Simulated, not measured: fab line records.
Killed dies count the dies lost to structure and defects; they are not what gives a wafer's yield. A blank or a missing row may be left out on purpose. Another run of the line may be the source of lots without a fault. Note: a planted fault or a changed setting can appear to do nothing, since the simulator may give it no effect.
fab line records	flow nandHarc
[record] lots = 7	wafers = 21	lastDay = 33
route steps=1302 shown P_GATE@202 P_CONTACT@217 END@1302
lots untouched by any fault: they come from a run of this same line in which no faults occurred
startH: the number of hours between the record's first day and the start of the first shown wafer of the lot	waitH: hours since the lot's step before	" identical to the entry in the row above	L1.1+2: a row that stands for several wafers	- no value present, or no start provided	* or withheld: withheld	< > ~ a bound
route shown NAME@n: a module of which the file shows steps, and the number in the route of the first	usual: average and standard deviation across the fault-free wafers	same: alike in all rows	chamber/n: place in a boat	sites: per-site readings	_std_site: the values' standard deviation	_edge_site: outer sites' mean less inner sites'	radiusMm: for every site, how far away it sits from the centre of the wafer	mask NAME#n: copy n	behind: the tool/chamber that last shaped the wafer	hold: reason for holding the lot/hours on hold/outcome of the hold	device: the n, p or np transistor that did not switch	end of line: tests run on the same wafers once the route is complete	step lacking rows: just its recipe	killed: at the first sort, the dies lost to defects and structure; wafer yield is something else	map: a wafer's dies, marking killed ones x, the rest . and places with no die _
set.NAME: setting as actually run; set.NAME@STEP: the setting as run at that earlier step	model.NAME: the simulator's own value behind a step, which no gauge read
a table for each step, a row for each wafer; lots at some steps of the route
services: when a tool's chamber went out of use (startH, in hours from the record's first day, below 0 if earlier), for how many hours, and the reason
[[steps]]
[step NHARC_P_GATE_DESCUM_93]
[recipe] timeS = 3	o2FlowSccm = 200	arFlowSccm = 0	biasPowerW = 0	chemistry = O2
[step NHARC_P_GATE_IMPLANT_94]
[recipe] energyKev = 60	doseCm2 = 2e+15	tiltDeg = 7
[step NHARC_P_GATE_STRIP_113]
[recipe] powerW = 1500	tempC = 110	timeS = 740	chemistry = N2/H2
[step NHARC_P_GATE_STRIP_95]
[recipe] powerW = 1500	tempC = 250	chemistry = O2
[usual] drypumpMotorCurrentA = 5.9/0.52	heaterPowerW = 385/43
lot.wafer	tool	chamber	startH	waitH	drypumpMotorCurrentA	heaterPowerW	rfHoursCounterH
L966.2	plasmaAsher-02	1	188.39	0.6	6.6	397	22
L966.6	"	1	"	"	6.6	409	-
L966.5	"	0	"	"	5.2	316	-
L969.1	plasmaAsher-01	0	214.14	0.6	5.5	382	9
L969.4	"	0	"	"	5.5	369	-
L969.5	"	0	"	"	5.5	385	-
L972.1	plasmaAsher-01	1	256.05	0.5	6.1	442	17
L972.3	"	1	"	"	6.2	432	-
L972.6	"	1	"	"	6.1	449	-
L973.2	plasmaAsher-01	1	257.74	0.5	6.1	450	19
L973.4	"	0	"	"	5.5	382	-
L973.3	"	1	"	"	6.1	439	-
L975.2	plasmaAsher-01	1	273.01	0.5	6.1	433	24
L975.3	"	0	"	"	5.5	382	-
L975.4	"	1	"	"	6.2	415	-
L976.2	plasmaAsher-01	0	279.73	0.5	5.5	381	26
L976.5	"	1	"	"	6.2	433	-
L976.6	"	0	"	"	5.5	378	-
L982.2	plasmaAsher-02	1	344.12	0.5	6.7	403	17
L982.3	"	0	"	"	5.2	299	-
L982.5	"	1	"	"	6.7	407	-
[step NHARC_P_GATE_STRIP_96]
[recipe] timeS = 900	tempC = 130	chemistry = SPM
[step NHARC_P_GATE_RTA_64]
[recipe] tempC = 1050	timeS = 1
[usual] annealTempCMax = 1054.2/1.4	lampPowerPct = 38.5/1	lamp_zone_1_pct = 38.5/1	lamp_zone_7_pct = 39.0/1	wafer_temp_C_max = 1054.6/1.9
lot.wafer	tool	chamber	startH	waitH	annealTempCMax	lampPowerPct	lamp_zone_1_pct	lamp_zone_7_pct	wafer_temp_C_max
L966.2	rtpAnneal-02	0	188.98	-	1055.5	39.5	39.4	39.9	1055.9
L966.5	"	0	"	"	1055.2	39.5	39.4	40.0	1055.2
L966.6	"	0	"	"	1055.2	39.4	39.4	39.9	1054.5
L969.1	rtpAnneal-02	0	214.70	-	1054.5	39.5	39.3	39.9	1057.1
L969.4	"	0	"	"	1056.4	39.5	39.4	39.9	1057.4
L969.5	"	0	"	"	1054.0	39.4	39.4	40.0	1054.4
L972.1	rtpAnneal-02	0	256.60	-	1055.2	39.5	39.6	40.0	1055.7
L972.3	"	0	"	"	1054.6	39.5	39.5	40.0	1055.7
L972.6	"	0	"	"	1055.0	39.5	39.4	40.0	1056.6
L973.2	rtpAnneal-01	0	258.32	-	1052.7	37.5	37.4	38.0	1053.6
L973.3	"	0	"	"	1054.2	37.5	37.4	38.0	1052.9
L973.4	"	0	"	"	1052.1	37.5	37.5	38.0	1053.5
L975.2	rtpAnneal-02	0	273.59	-	1056.1	39.4	39.5	40.0	1055.1
L975.3	"	0	"	"	1058.1	39.5	39.5	40.0	1054.0
L975.4	"	0	"	"	1055.2	39.5	39.6	40.0	1055.5
L976.2	rtpAnneal-02	0	280.31	-	1056.6	39.6	39.5	40.0	1057.3
L976.5	"	0	"	"	1055.4	39.6	39.5	40.0	1058.0
L976.6	"	0	"	"	1055.1	39.5	39.4	40.0	1057.1
L982.2	rtpAnneal-01	0	344.70	-	1053.2	37.5	37.5	38.0	1053.4
L982.3	"	0	"	"	1053.7	37.4	37.5	37.9	1053.9
L982.5	"	0	"	"	1053.7	37.5	37.5	37.9	1053.2
[step NHARC_P_GATE_ETCH_77]
[recipe] targetDepthA = 60	chemistry = dHF	material = SiO2
[step NHARC_P_GATE_DEGAS_109]
[recipe] tempC = 300	timeS = 60
[step NHARC_P_GATE_PRE_CLEAN_110]
[recipe] timeS = 30	biasV = 200	gas = Ar
[step NHARC_P_GATE_SPUTTER_78]
[recipe] targetThkA = 100	material = Ni
[step NHARC_P_GATE_SPUTTER_79]
[recipe] targetThkA = 100	material = TiN
[step NHARC_P_GATE_RTA_80]
[recipe] tempC = 300	timeS = 30
[usual] annealTempCMax = 301.2/0.45	lampPowerPct = 2.29/0.06	lamp_zone_1_pct = 2.29/0.06	lamp_zone_7_pct = 2.40/0.063	wafer_temp_C_max = 301.3/0.55
lot.wafer	tool	chamber	startH	waitH	annealTempCMax	lampPowerPct	lamp_zone_1_pct	lamp_zone_7_pct	wafer_temp_C_max
L966.2	rtpAnneal-02	0	189.61	-	301.8	2.35	2.36	2.47	301.6
L966.5	"	0	"	"	301.5	2.36	2.35	2.47	302.2
L966.6	"	0	"	"	301.4	2.35	2.36	2.48	302.0
L969.1	rtpAnneal-01	0	215.30	-	300.7	2.23	2.23	2.34	300.7
L969.4	"	0	"	"	301.0	2.23	2.23	2.34	300.9
L969.5	"	0	"	"	300.7	2.23	2.23	2.34	300.4
L972.1	rtpAnneal-01	0	257.23	-	301.3	2.23	2.23	2.34	300.4
L972.3	"	0	"	"	301.1	2.23	2.23	2.34	301.4
L972.6	"	0	"	"	300.8	2.23	2.23	2.34	300.8
L973.2	rtpAnneal-01	0	258.94	-	300.5	2.23	2.24	2.34	301.3
L973.3	"	0	"	"	301.3	2.23	2.23	2.34	301.3
L973.4	"	0	"	"	300.7	2.24	2.23	2.35	301.3
L975.2	rtpAnneal-01	0	274.21	-	300.7	2.23	2.24	2.34	300.8
L975.3	"	0	"	"	300.9	2.24	2.24	2.35	300.7
L975.4	"	0	"	"	301.1	2.23	2.23	2.34	300.7
L976.2	rtpAnneal-02	0	280.91	-	301.5	2.35	2.35	2.47	302.7
L976.5	"	0	"	"	301.6	2.35	2.35	2.47	301.6
L976.6	"	0	"	"	301.7	2.35	2.35	2.46	302.0
L982.2	rtpAnneal-01	0	345.30	-	300.7	2.24	2.24	2.35	300.7
L982.3	"	0	"	"	300.9	2.24	2.24	2.35	300.4
L982.5	"	0	"	"	301.0	2.24	2.24	2.35	300.9
[step NHARC_P_GATE_STRIP_67]
[recipe] timeS = 600	tempC = 130	chemistry = SPM
[usual] bathGuardTempC = 130.0/0.68
lot.wafer	tool	chamber	startH	waitH	bathGuardTempC
L966.5	wetBench-05	7	189.79	0.1	130.0
L966.2	"	1	"	"	130.1
L966.6	"	2	"	"	130.1
L969.5	wetBench-02	6	215.51	0.1	130.7
L969.1	"	7	"	"	128.9
L969.4	"	1	"	"	130.2
L972.6	wetBench-02	6	257.43	0.0	130.7
L972.3	"	7	"	"	128.9
L972.1	"	3	"	"	129.5
L973.4	wetBench-02	5	259.12	0.1	130.3
L973.2	"	7	"	"	129.0
L973.3	"	1	"	"	130.7
L975.2	wetBench-06	3	274.38	0.1	129.8
L975.3	"	6	"	"	130.3
L975.4	"	0	"	"	130.2
L976.6	wetBench-02	0	281.09	0.0	128.5
L976.2	"	1	"	"	130.4
L976.5	"	5	"	"	130.5
L982.3	wetBench-05	7	345.48	0.1	130.1
L982.5	"	2	"	"	130.3
L982.2	"	3	"	"	129.6
[step NHARC_P_GATE_RTA_82]
[recipe] tempC = 450	timeS = 30
[usual] annealTempCMax = 451.7/0.55	lampPowerPct = 4.48/0.11	lamp_zone_1_pct = 4.48/0.12	lamp_zone_7_pct = 4.71/0.12	wafer_temp_C_max = 451.9/0.84
lot.wafer	tool	chamber	startH	waitH	annealTempCMax	lampPowerPct	lamp_zone_1_pct	lamp_zone_7_pct	wafer_temp_C_max
L966.2	rtpAnneal-02	0	190.21	-	452.8	4.63	4.63	4.87	453.5
L966.5	"	0	"	"	452.4	4.63	4.62	4.87	453.4
L966.6	"	0	"	"	452.7	4.63	4.63	4.87	453.0
L969.1	rtpAnneal-01	0	215.80	-	451.8	4.39	4.39	4.63	451.3
L969.4	"	0	"	"	451.0	4.38	4.38	4.62	451.4
L969.5	"	0	"	"	451.4	4.39	4.38	4.63	451.4
L972.1	rtpAnneal-02	0	257.75	-	452.6	4.62	4.62	4.87	453.3
L972.3	"	0	"	"	452.3	4.63	4.64	4.88	453.4
L972.6	"	0	"	"	452.1	4.63	4.63	4.88	453.2
L973.2	rtpAnneal-01	0	259.43	-	451.6	4.39	4.40	4.62	451.0
L973.3	"	0	"	"	451.2	4.39	4.39	4.62	451.0
L973.4	"	0	"	"	451.7	4.39	4.39	4.62	451.2
L975.2	rtpAnneal-01	0	274.66	-	451.8	4.38	4.38	4.62	451.3
L975.3	"	0	"	"	451.9	4.38	4.38	4.62	451.7
L975.4	"	0	"	"	451.8	4.38	4.39	4.62	451.2
L976.2	rtpAnneal-01	0	281.37	-	451.5	4.39	4.38	4.63	451.0
L976.5	"	0	"	"	451.5	4.39	4.39	4.62	451.2
L976.6	"	0	"	"	451.4	4.39	4.40	4.62	451.1
L982.2	rtpAnneal-02	0	345.77	-	452.0	4.64	4.62	4.87	453.0
L982.3	"	0	"	"	452.3	4.62	4.63	4.87	452.4
L982.5	"	0	"	"	452.3	4.63	4.63	4.87	452.6
[step NHARC_P_GATE_INSPECT_68]
[usual] rawDefectCount = 199/71
lot.wafer	tool	chamber	startH	waitH	rawDefectCount
L966.2	defectInspect-01	-	190.38	0.1	265
L966.5	"	-	"	"	278
L966.6	"	-	"	"	313
L969.1	defectInspect-01	-	216.00	0.2	334
L969.4	"	-	"	"	212
L969.5	"	-	"	"	144
L972.1	defectInspect-02	-	257.95	0.2	447
L972.3	"	-	"	"	489
L972.6	"	-	"	"	460
L973.2	defectInspect-02	-	259.59	0.1	498
L973.3	"	-	"	"	777
L973.4	"	-	"	"	587
L975.2	defectInspect-02	-	274.83	0.1	201
L975.3	"	-	"	"	182
L975.4	"	-	"	"	175
L976.2	defectInspect-01	-	281.54	0.1	550
L976.5	"	-	"	"	521
L976.6	"	-	"	"	524
L982.2	defectInspect-02	-	345.93	0.1	304
L982.3	"	-	"	"	216
L982.5	"	-	"	"	258
[step NHARC_P_CONTACT_DEP_30]
[recipe] targetThkA = 300	tempC = 400	targetThkNm = 30	flowSccm = 200	rfW = 450	material = SiNx
[usual] heaterPowerW = 719/78
lot.wafer	tool	chamber	startH	waitH	heaterPowerW
L966.2	pecvd-01	0	190.45	0.1	663
L966.5	"	1	"	"	734
L966.6	"	2	"	"	657
L969.1	pecvd-01	0	216.10	0.1	635
L969.5	"	0	"	"	631
L969.4	"	1	"	"	744
L972.1	pecvd-03	1	258.05	0.1	720
L972.3	"	2	"	"	796
L972.6	"	0	"	"	822
L973.3	pecvd-03	1	259.66	0.1	762
L973.2	"	0	"	"	744
L973.4	"	1	"	"	754
L975.3	pecvd-01	0	274.90	0.1	589
L975.2	"	1	"	"	732
L975.4	"	2	"	"	614
L976.2	pecvd-03	2	281.61	0.1	762
L976.6	"	2	"	"	759
L976.5	"	0	"	"	739
L982.2	pecvd-01	2	346.04	0.1	614
L982.3	"	0	"	"	574
L982.5	"	2	"	"	624
[step NHARC_END_SORT_01]
[recipe] tempC = 25
[usual] killedAtArray = 54/16	killedAtOther = 0.6/0.86	killedAtPeriphery = 3.8/2.6	killedDies = 58/16	killedOpen = 3.3/1.8	killedShort = 2.7/1.7
[same] grossDies = 677
lot.wafer	tool	chamber	startH	waitH	killedAtArray	killedAtOther	killedAtPeriphery	killedDies	killedOpen	killedShort
L973.2	prober-02	0	701.60	2.8	49	0	77	126	2	2
L973.3	prober-02	0	702.40	3.1	33	0	93	126	7	3
L973.4	prober-02	0	703.20	3.4	43	0	86	129	3	3
L972.1	prober-02	0	708.66	2.5	52	0	29	81	3	1
L972.3	prober-02	0	710.24	3.1	53	1	87	141	5	3
L972.6	prober-02	0	712.61	4.0	42	0	51	93	6	2
L976.2	prober-01	0	755.50	2.8	29	0	84	113	7	7
L976.5	prober-01	0	757.88	3.7	35	0	67	102	3	7
L976.6	prober-01	0	758.67	4.0	30	5	47	82	2	1
// killed by level:class
L973.2 P_GATE:unspecified=72 A_SLIT:chamberFilmFlake=27 A_STAIRCASE:chamberFilmFlake=8 A_CHANNEL_HOLE_D1:chamberFilmFlake=5 P_GATE:chamberFilmFlake=4 A_CONTACT:chamberFilmFlake=2 A_DECK1_JOINT:geometricParticle:open=1 A_ONON_D2:geometricParticle:open=1
L973.3 P_GATE:unspecified=80 A_SLIT:chamberFilmFlake=16 P_GATE:chamberFilmFlake=9 A_CHANNEL_HOLE_D1:chamberFilmFlake=5 P_GATE:geometricParticle:open=2 A_CONTACT:chamberFilmFlake=2 P_GATE:geometricParticle:short=1 A_ONON_D1:geometricParticle:open=1
L973.4 P_GATE:unspecified=80 A_SLIT:chamberFilmFlake=22 A_CHANNEL_HOLE_D1:chamberFilmFlake=6 P_GATE:chamberFilmFlake=4 A_STAIRCASE:chamberFilmFlake=3 A_CONTACT:chamberFilmFlake=2 A_M1:chamberFilmFlake=2 P_M1:geometricParticle:short=1
L972.1 A_CHANNEL_HOLE_D1:chamberFilmFlake=39 P_GATE:unspecified=26 A_CONTACT:chamberFilmFlake=4 A_STAIRCASE:chamberFilmFlake=2 P_M1:geometricParticle:open=1 A_SOURCE_PLATE:geometricParticle:open=1 A_CHANNEL_FILL_D1:geometricParticle:open=1 A_M1:geometricParticle:short=1
L972.3 P_GATE:unspecified=83 A_CHANNEL_HOLE_D1:chamberFilmFlake=33 A_STAIRCASE:chamberFilmFlake=4 A_SLIT:chamberFilmFlake=3 A_CONTACT:geometricParticle:open=2 P_GATE:chamberFilmFlake=2 A_CHANNEL_FILL_D1:chamberFilmFlake=2 A_CONTACT:chamberFilmFlake=2
L972.6 P_GATE:unspecified=48 A_CHANNEL_HOLE_D1:chamberFilmFlake=21 A_SLIT:chamberFilmFlake=5 A_CHANNEL_FILL_D2:chamberFilmFlake=3 A_BLC:geometricParticle:open=2 A_STAIRCASE:chamberFilmFlake=2 A_CONTACT:chamberFilmFlake=2 P_GATE:geometricParticle:open=1
L976.2 P_GATE:unspecified=79 A_CHANNEL_HOLE_D1:chamberFilmFlake=10 A_SLIT:chamberFilmFlake=6 A_M0:geometricParticle:open=3 P_CONTACT:geometricParticle:open=2 A_ONON_D1:geometricParticle:short=2 A_WL_FILL:geometricParticle:short=2 P_ZERO_WELL:geometricParticle:short=1
L976.5 P_GATE:unspecified=66 A_SLIT:chamberFilmFlake=9 A_CHANNEL_HOLE_D1:chamberFilmFlake=8 A_CONTACT:chamberFilmFlake=6 A_M0:geometricParticle:short=2 A_WL_FILL:chamberFilmFlake=2 P_CONTACT:geometricParticle:open=1 A_CHANNEL_HOLE_D1:geometricParticle:open=1
L976.6 P_GATE:unspecified=46 A_CHANNEL_HOLE_D1:chamberFilmFlake=9 A_SLIT:chamberFilmFlake=8 THIN_TSV:chamberFilmFlake=5 A_WL_FILL:chamberFilmFlake=3 A_CONTACT:chamberFilmFlake=3 A_ONON_D1:geometricParticle:open=1 A_CHANNEL_HOLE_D1:geometricParticle:open=1
// map L972.3 (x killed, . not)
____________.____________
_________......._________
_______..........._______
______.............______
_____.........x.x..._____
____........x.xxx....____
____.....x...xxx.....____
___........x.xxx.x....___
___.......x.xxxxxxx...___
__.........xxxxxxxx....__
__..........xxxxxxxx.x.__
_..........xxxxxxxxx...._
_..........x.xxxxxx....._
_.........x.xxxxxxxx...._
_...x........xxxxxx....._
_...........xxxxxxxx.x.._
.............xxxxx.......
.........x....x..........
.............x..x........
................x.....x.x
..............xx.x..x....
_....x.........x........_
_..........x..xx.x.x...._
_...........xxx.x......._
_............xxxxx......_
_.........x...xxxx......_
__..........xx.xx...x..__
__............xx..x....__
___...x.x......xxx....___
___....xx.....xxx.....___
____........x.x......____
____.x...............____
_____.........x....._____
______.............______
_______..........._______
_________.....x._________
____________.____________
// map L973.4 (x killed, . not)
____________.____________
_________......._________
_______.........x._______
______.............______
_____..............._____
____............x....____
____x.x.x............____
___...................___
___xxxx...............___
__.xxxxx.........x..x..__
__xxxxxxx......x.......__
_xxxxxxxx.............x._
_xxxxxxxxxx............._
_xxxxxxxxx.............._
_xxxxxxxxx.............._
_xxxxxxxxx.......x......_
.x.xxxxxx..............x.
..xxxxx....x.............
..xxxx...................
.....x...........x.......
x........................
_........x.xx..x.......x_
_...........x..........._
_........x.............._
_..................x...._
_...........x..........._
__......x..............__
__.....................__
___...................___
___............x...xxx___
____.............xxxx____
____..x.........xxxxx____
_____x.x........xxxx_____
______..x.......x.x______
_______xx........x_______
_________x......_________
____________.____________
[[services]]
tool	chamber	startH	hours	kind
plasmaAsher-02	-	164.84	1.0	repair
plasmaAsher-01	-	166.38	9.0	pm
plasmaAsher-01	0	166.38	9.0	ventCycle
plasmaAsher-01	1	166.38	9.0	ventCycle
plasmaAsher-01	0	175.38	-	clean
plasmaAsher-01	1	175.38	-	clean
pecvd-03	2	183.53	5.7	repair
pecvd-03	-	185.40	13.0	pm
wetBench-06	-	193.60	8.0	pm
wetBench-02	-	244.00	8.0	pm
plasmaAsher-02	-	251.53	9.0	pm
wetBench-02	0	252.00	-	consumableReplace:bath
wetBench-02	0	252.00	-	consumableReplace:filter
wetBench-02	1	252.00	-	consumableReplace:bath
wetBench-02	1	252.00	-	consumableReplace:filter
wetBench-02	2	252.00	-	consumableReplace:bath
wetBench-02	2	252.00	-	consumableReplace:filter
wetBench-05	-	260.80	8.0	pm
pecvd-01	-	311.32	13.0	pm
plasmaAsher-02	-	315.07	0.5	repair
plasmaAsher-01	-	343.38	9.0	pm
plasmaAsher-01	0	343.38	9.0	ventCycle
plasmaAsher-01	1	343.38	9.0	ventCycle
wetBench-05	-	344.03	1.2	repair
[[key]]
[firstSign] step = NHARC_P_GATE_INSPECT_68	reading = rawDefectCount	direction = up	sigmas = 4.8	usual = 199	struck = 539
[effect] step = NHARC_END_SORT_01	reading = killedAtPeriphery	direction = up	sigmas = 25	usual = 3.8	struck = 69
[moreKillsBornAt] NHARC_P_GATE_STRIP_67@wetBench-02 = 580
metAt NHARC_P_GATE_STRIP_67
struckWafers L972.1,L972.3,L972.6,L973.2,L973.3,L973.4,L976.2,L976.5,L976.6
testerLeftOut L972,L973,L976
onsetBetween 215.51 257.43
[fault] kind = chamberParticleSource	tool = wetBench-02	chamber = -	onsetH = 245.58	steps = NHARC_P_GATE_STRIP_67	ratePerVisitCm2 = 0.51264	endH = 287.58
// testerLeftOut: of these lots the tester's yield and bins aren't shown, on N5 and GAA mostly nor the transistor test; their killed dies are dies lost to structure and defects alone, not to doping, threshold or leakage, so they don't give the yield
